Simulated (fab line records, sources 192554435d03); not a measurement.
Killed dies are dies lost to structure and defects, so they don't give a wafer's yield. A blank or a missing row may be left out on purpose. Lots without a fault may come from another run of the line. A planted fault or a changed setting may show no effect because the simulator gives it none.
Chamber matching | flow n5_finfet | N5_BEOL_M1_PRE_CLEAN_60 on cvd_co-01: 3 sister chambers
The step time 15 s. 3 wafers are shown with their chamber, then 12 later ones without.

WAFERS WITH THEIR CHAMBER
wafer  | chamber | heater_power_w (W)
L089.2 | 1       | 90
L090.3 | 0       | 69
L090.5 | 2       | 105

WAFERS WITHOUT THEIR CHAMBER
wafer  | heater_power_w (W)
L091.2 | 103
L091.5 | 90
L091.6 | 69
L093.2 | 90
L093.3 | 99
L093.4 | 92
L095.2 | 69
L095.5 | 99
L095.6 | 91
L097.2 | 103
L097.4 | 102
L097.6 | 89

WHICH CHAMBER EACH WENT THROUGH
wafer  | from the rows above     | in truth
L091.2 | 2                       | 2
L091.5 | 1                       | 1
L091.6 | 0                       | 0
L093.2 | 1                       | 1
L093.3 | can't be placed: 2 or 1 | 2
L093.4 | 1                       | 1
L095.2 | 0                       | 0
L095.5 | can't be placed: 2 or 1 | 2
L095.6 | 1                       | 1
L097.2 | 2                       | 2
L097.4 | 2                       | 2
L097.6 | 1                       | 1
Placed correctly: 10 of 12. Can't be placed from these rows: 2 (the true chamber is among the candidates in 2). Placed wrongly: 0.
How it was worked out, from the rows above alone: a wafer's distance from a chamber is the root of the sum, over the readings, of the square of ((its reading less the chamber's mean) divided by the reading's scatter). The wafer belongs to the nearest chamber; if the next one is less than 2 further off, it can't be placed. A chamber's mean is the mean of its shown wafers. The scatter: with one shown wafer a chamber, the root of the mean of the squares of how far each hidden wafer lies from its nearest shown one.
